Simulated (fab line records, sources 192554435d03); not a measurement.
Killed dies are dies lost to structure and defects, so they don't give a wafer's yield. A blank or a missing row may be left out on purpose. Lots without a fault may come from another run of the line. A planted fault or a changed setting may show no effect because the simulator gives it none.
Split-lot experiment | flow n5_finfet | 7 lots, 39 wafers read, on a route of 1938 steps

THE SPLIT
At N5_BEOL_M0_SAQP_HM_DEP_111 (deposits SiO2 from SiH4/N2O, target thk 12 nm, time 7.2 s), the setting target_thk_a was moved away from the recipe's 120 angstrom on 12 of the 39 wafers read, by -32.9% to +42.8%. The other wafers ran this setting at the recipe's value.

FROM THE SPLIT TO THE READING: what the file shows between them, 4 steps
- N5_BEOL_M0_SAQP_COAT_81: time 60 s, resist thk 100 nm
- N5_BEOL_M0_SAQP_COAT_82: time 60 s, resist thk 30 nm
- N5_BEOL_M0_SAQP_ETCH_84: etches SOC in N2/H2, target depth 100 nm, overetch 20 nm, time 150 s
- N5_BEOL_M0_SAQP_STRIP_80: strips in N2/H2

THE READING
etch.depth_nm (the simulator's own value, which no gauge read), in nm, at N5_BEOL_M0_SAQP_HM_OPEN_112 (chemistry CHF3/O2, target SiO2, stops on a-Si, target depth 12 nm, time 13.5 s). The file gives no usual value for it. The 27 wafers here that ran the recipe average 12.071 nm, standard deviation 0.17 nm.

wafer  | tool, chamber at the split | target_thk_a as run, angstrom | against the recipe | etch.depth_nm, nm | against lot-mates on the recipe
L076.1 | pecvd-04, 0,2              | 120                           | recipe             | 11.82             | -
L076.2 | pecvd-04, 0,2              | 120                           | recipe             | 11.77             | -
L076.3 | pecvd-04, 1,0              | 96.86                         | -19.3%             | 9.787             | -2.086
L076.4 | pecvd-04, 2                | 120                           | recipe             | 12.03             | -
L076.5 | pecvd-04, 1,0              | 96.86                         | -19.3%             | 9.811             | -2.062
L076.6 | pecvd-04, 1                | 96.86                         | -19.3%             | 9.999             | -1.874
L079.1 | pecvd-01, 1                | 120                           | recipe             | 11.76             | -
L079.2 | pecvd-01, 2,1              | 120                           | recipe             | 11.91             | -
L079.3 | pecvd-01, 2,1              | 171.3                         | +42.8%             | 17.03             | +5.140
L079.4 | pecvd-01, 2,1              | 171.3                         | +42.8%             | 17.08             | +5.190
L079.5 | pecvd-01, 2,1              | 120                           | recipe             | 12                | -
L079.6 | pecvd-01, 2                | 171.3                         | +42.8%             | 17.3              | +5.410
L091.2 | pecvd-03, 0                | 120                           | recipe             | 12.22             | -
L091.4 | pecvd-03, 1                | 120                           | recipe             | 11.96             | -
L091.5 | pecvd-03, 0                | 120                           | recipe             | 12.31             | -
L092.1 | pecvd-03, 0                | 120                           | recipe             | 12.16             | -
L092.2 | pecvd-03, 2,1              | 81.3                          | -32.2%             | 8.17              | -3.983
L092.3 | pecvd-03, 2,1              | 81.3                          | -32.2%             | 8.141             | -4.012
L092.4 | pecvd-03, 1                | 120                           | recipe             | 12.09             | -
L092.5 | pecvd-03, 0                | 120                           | recipe             | 12.21             | -
L092.6 | pecvd-03, 2                | 81.3                          | -32.2%             | 8.585             | -3.568
L094.1 | pecvd-01, 0                | 120                           | recipe             | 11.9              | -
L094.2 | pecvd-01, 1                | 120                           | recipe             | 11.88             | -
L094.3 | pecvd-01, 0                | 120                           | recipe             | 12.08             | -
L094.4 | pecvd-01, 1,0,1            | 120                           | recipe             | 12.11             | -
L094.5 | pecvd-01, 1,0,1            | 120                           | recipe             | 12.15             | -
L094.6 | pecvd-01, 1,0,1            | 120                           | recipe             | 12.18             | -
L096.1 | pecvd-03, 0                | 120                           | recipe             | 12.01             | -
L096.2 | pecvd-03, 2                | 80.54                         | -32.9%             | 8.105             | -4.078
L096.3 | pecvd-03, 1                | 80.54                         | -32.9%             | 7.859             | -4.324
L096.4 | pecvd-03, 1,2              | 120                           | recipe             | 12.26             | -
L096.5 | pecvd-03, 1,2              | 120                           | recipe             | 12.28             | -
L096.6 | pecvd-03, 0                | 80.54                         | -32.9%             | 8.313             | -3.870
L097.1 | pecvd-03, 1                | 120                           | recipe             | 11.89             | -
L097.2 | pecvd-03, 0,1              | 120                           | recipe             | 11.97             | -
L097.3 | pecvd-03, 2                | 120                           | recipe             | 12.17             | -
L097.4 | pecvd-03, 0,1              | 120                           | recipe             | 12.08             | -
L097.5 | pecvd-03, 0,2              | 120                           | recipe             | 12.35             | -
L097.6 | pecvd-03, 0,2              | 120                           | recipe             | 12.36             | -
Where a row lists several chambers, the file gives one row for several wafers and doesn't say which wafer went through which chamber.

THE FIT
A straight line over all 39 wafers: etch.depth_nm changes by +0.118 nm for each +1% of target_thk_a; r = +1.00; the points scatter about the line by 0.17 nm.
The same after taking each lot's own level away (the mean of its wafers on the recipe; 39 wafers): +0.121 nm for each +1%; r = +1.00; scatter 0.17 nm.
On that fit, the largest move of target_thk_a shifts the reading by 5.2 nm.
The lots' own levels span 11.8733 to 12.1833 nm, that is 1.8 times the standard deviation above.
So the lot-to-lot level changes the slope little: the two slopes agree.
Check: with one of the wafers moved furthest among these (+42.8%) left out of the fit, the line predicts +5.21 nm for it against its lot-mates. It came out at +5.14 nm against them.

OTHER SPLITS ON THESE WAFERS
These wafers also went through other splits before the reading. Each is held against what the fit with the lots' levels taken away leaves over:
other split on the same wafers | wafers away from the commonest value | r with etch.depth_nm (lot level and that fit taken away)
N5_ZERO_LAYER_PECVD_02 time_s  | 9                                    | -0.17
N5_FIN_SAQP_PECVD_06 time_s    | 18                                   | +0.02

THE WHOLE CHAIN: every reading that the file lists as answering this split, in the file's order
step                        | what it does                                                                   | reading                                                                                 | change (the file's fit)               | r (the file's)
N5_BEOL_M0_SAQP_HM_DEP_111  | deposits SiO2 from SiH4/N2O, target thk 12 nm, time 7.2 s                      | SiO2_of_BEOL_M0_SAQP_HM_DEP_111.thk_nm (the simulator's own value, which no gauge read) | +0.119 nm for each +1% of the setting | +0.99
N5_BEOL_M0_SAQP_HM_OPEN_112 | chemistry CHF3/O2, target SiO2, stops on a-Si, target depth 12 nm, time 13.5 s | etch.depth_nm (the simulator's own value, which no gauge read)                          | +0.121 nm for each +1% of the setting | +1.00

THE FILE'S OWN FIT
etch.depth_nm changes by +0.121 nm for each +1% of target_thk_a, r = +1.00.
